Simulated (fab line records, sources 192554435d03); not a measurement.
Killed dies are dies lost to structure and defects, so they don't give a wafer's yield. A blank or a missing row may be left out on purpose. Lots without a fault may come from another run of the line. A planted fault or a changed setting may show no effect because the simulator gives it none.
Chamber matching | flow n5_finfet | N5_BEOL_M1_ALD_84 on ald_metal-03: 4 sister chambers
The step deposits TaN, pulse time 2 s, purge time 3 s, co reactant purge time 2 s. 8 wafers are shown with their chamber, then 9 later ones without.

WAFERS WITH THEIR CHAMBER
wafer  | chamber | heater_power_outer_w (W) | heater_power_w (W)
L086.4 | 1       | 217                      | 397
L086.5 | 1       | 215                      | 414
L087.2 | 0       | 221                      | 398
L093.1 | 2       | 237                      | 425
L093.5 | 2       | 232                      | 424
L092.2 | 3       | 214                      | 402
L092.4 | 0       | 224                      | 387
L092.6 | 3       | 214                      | 412

WAFERS WITHOUT THEIR CHAMBER
wafer  | heater_power_outer_w (W) | heater_power_w (W)
L094.1 | 217                      | 411
L094.2 | 216                      | 399
L094.6 | 226                      | 394
L095.1 | 211                      | 409
L095.3 | 221                      | 400
L095.5 | 216                      | 410
L097.2 | 217                      | 400
L097.4 | 212                      | 402
L097.6 | 219                      | 400

WHICH CHAMBER EACH WENT THROUGH
wafer  | from the rows above          | in truth
L094.1 | can't be placed: 1 or 3      | 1
L094.2 | can't be placed: 1 or 3      | 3
L094.6 | 0                            | 0
L095.1 | can't be placed: 3 or 1      | 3
L095.3 | can't be placed: 0 or 1      | 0
L095.5 | can't be placed: 1 or 3      | 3
L097.2 | can't be placed: 1 or 3 or 0 | 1
L097.4 | can't be placed: 3 or 1      | 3
L097.6 | can't be placed: 1 or 0 or 3 | 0
Placed correctly: 1 of 9. Can't be placed from these rows: 8 (the true chamber is among the candidates in 8). Placed wrongly: 0.
How it was worked out, from the rows above alone: a wafer's distance from a chamber is the root of the sum, over the readings, of the square of ((its reading less the chamber's mean) divided by the reading's scatter). The wafer belongs to the nearest chamber; if the next one is less than 2 further off, it can't be placed. A chamber's mean is the mean of its shown wafers. The scatter: the root of (the sum of the squares of (reading less its chamber's mean) over the shown wafers, divided by (wafers less chambers)).
